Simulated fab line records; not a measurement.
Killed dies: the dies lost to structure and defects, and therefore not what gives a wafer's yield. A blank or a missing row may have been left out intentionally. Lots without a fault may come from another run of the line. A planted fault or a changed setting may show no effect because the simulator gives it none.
Matching of chambers    flow n5 finfet    N5_BEOL_M0_SAQP_MANDREL2_REMOVE_110 on rie si-05 has 4 sister chambers
The step chemistry HBr/Cl2/O2, target a-Si, stops on SiCN, bt time 10 s. 20 wafers are shown with their chamber, then 10 later ones without.

WAFERS PAIRED WITH THEIR CHAMBERS
wafer   chamber  throttle valve pct (%)  drypump motor current A (A)  oes product au (a.u.)
L075.1  0        36.4                    6.1                          1.001
L075.3  3        37.3                    5.7                          0.990
L075.6  0        36.4                    6.1                          1.010
L076.1  2        36.7                    6.3                          1.017
L076.4  0        36.4                    6.1                          1.006
L076.6  3        37.3                    5.7                          0.989
L077.3  2        36.7                    6.3                          1.027
L077.5  1        37.0                    5.8                          0.989
L077.6  0        36.4                    6.1                          1.005
L080.2  1        36.9                    5.7                          0.993
L080.3  2        36.7                    6.3                          1.012
L080.5  1        37.0                    5.7                          0.992
L082.2  1        37.0                    5.7                          0.986
L082.5  1        37.0                    5.7                          0.990
L082.6  0        36.4                    6.1                          1.006
L084.2  0        36.4                    6.1                          1.023
L084.4  3        37.3                    5.7                          0.993
L084.5  0        36.4                    6.1                          1.026
L086.3  2        36.7                    6.3                          1.024
L086.4  3        37.3                    5.7                          1.002

SIGNATURES (averages over the wafers above)
reading                  chamber 0  chamber 1  chamber 2  chamber 3  scatter within a chamber
throttle valve pct       36.400     36.980     36.700     37.300     0.0224
drypump motor current A  6.100      5.720      6.300      5.700      0.0224
oes product au           1.01100    0.99000    1.02000    0.99350    0.0072
Rule: for each reading, subtract the chamber's mean from the wafer's reading, divide by that reading's scatter and square the result; add these up over the readings and take the root, which gives the wafer's distance from the chamber. The wafer belongs to the nearest chamber; if the next one is less than 2 further off, it can't be placed. The scatter is the square root of a quotient: the sum, over the shown wafers, of each reading's squared deviation from its chamber's mean, divided by wafers minus chambers.

WAFERS MISSING THEIR CHAMBER
wafer   throttle valve pct (%)  drypump motor current A (A)  oes product au (a.u.)
L086.5  36.4                    6.1                          1.018
L089.2  36.7                    6.3                          1.012
L089.4  37.3                    5.7                          0.994
L089.6  36.7                    6.3                          1.019
L093.1  37.3                    5.7                          0.987
L093.5  37.5                    5.8                          0.976
L093.6  36.4                    6.1                          1.015
L096.2  37.3                    5.7                          0.997
L096.3  36.7                    6.3                          1.013
L096.4  37.5                    5.8                          0.968

WHICH CHAMBER EACH WENT THROUGH
wafer    from the rows above   in truth
L086.5   0                     0
L089.2   2                     2
L089.4   3                     3
L089.6   2                     2
L093.1   3                     3
L093.5   3                     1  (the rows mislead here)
L093.6   0                     0
L096.2   3                     3
L096.3   2                     2
L096.4   3                     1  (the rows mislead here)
Correct placement for 8 of the 10. Number that these rows cannot place: 0. Number placed wrongly: 2.
